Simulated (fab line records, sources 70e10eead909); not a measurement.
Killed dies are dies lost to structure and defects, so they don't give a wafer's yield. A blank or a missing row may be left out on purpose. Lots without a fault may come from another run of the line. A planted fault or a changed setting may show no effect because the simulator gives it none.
Chamber matching | flow nand_harc | NHARC_P_ZERO_WELL_DESCUM_54 on rie_diel-09: 4 sister chambers
The step chemistry O2, time 3 s. 4 wafers are shown with their chamber, then 7 later ones without.

WAFERS WITH THEIR CHAMBER
wafer  | chamber | drypump_motor_current_A (A)
L608.4 | 3       | 6.3
L608.6 | 1       | 5.7
L612.2 | 0       | 5.2
L612.3 | 2       | 5.9

WAFERS WITHOUT THEIR CHAMBER
wafer  | drypump_motor_current_A (A)
L612.4 | 6.3
L614.1 | 5.2
L614.5 | 5.2
L614.6 | 5.7
L617.3 | 6.3
L617.5 | 5.7
L617.6 | 6.0

WHICH CHAMBER EACH WENT THROUGH
wafer  | from the rows above | in truth
L612.4 | 3                   | 3
L614.1 | 0                   | 0
L614.5 | 0                   | 0
L614.6 | 1                   | 1
L617.3 | 3                   | 3
L617.5 | 1                   | 1
L617.6 | 2                   | 2
Placed correctly: 7 of 7. Can't be placed from these rows: 0. Placed wrongly: 0.
How it was worked out, from the rows above alone: a wafer's distance from a chamber is the root of the sum, over the readings, of the square of ((its reading less the chamber's mean) divided by the reading's scatter). The wafer belongs to the nearest chamber; if the next one is less than 2 further off, it can't be placed. A chamber's mean is the mean of its shown wafers. The scatter: with one shown wafer a chamber, the root of the mean of the squares of how far each hidden wafer lies from its nearest shown one.
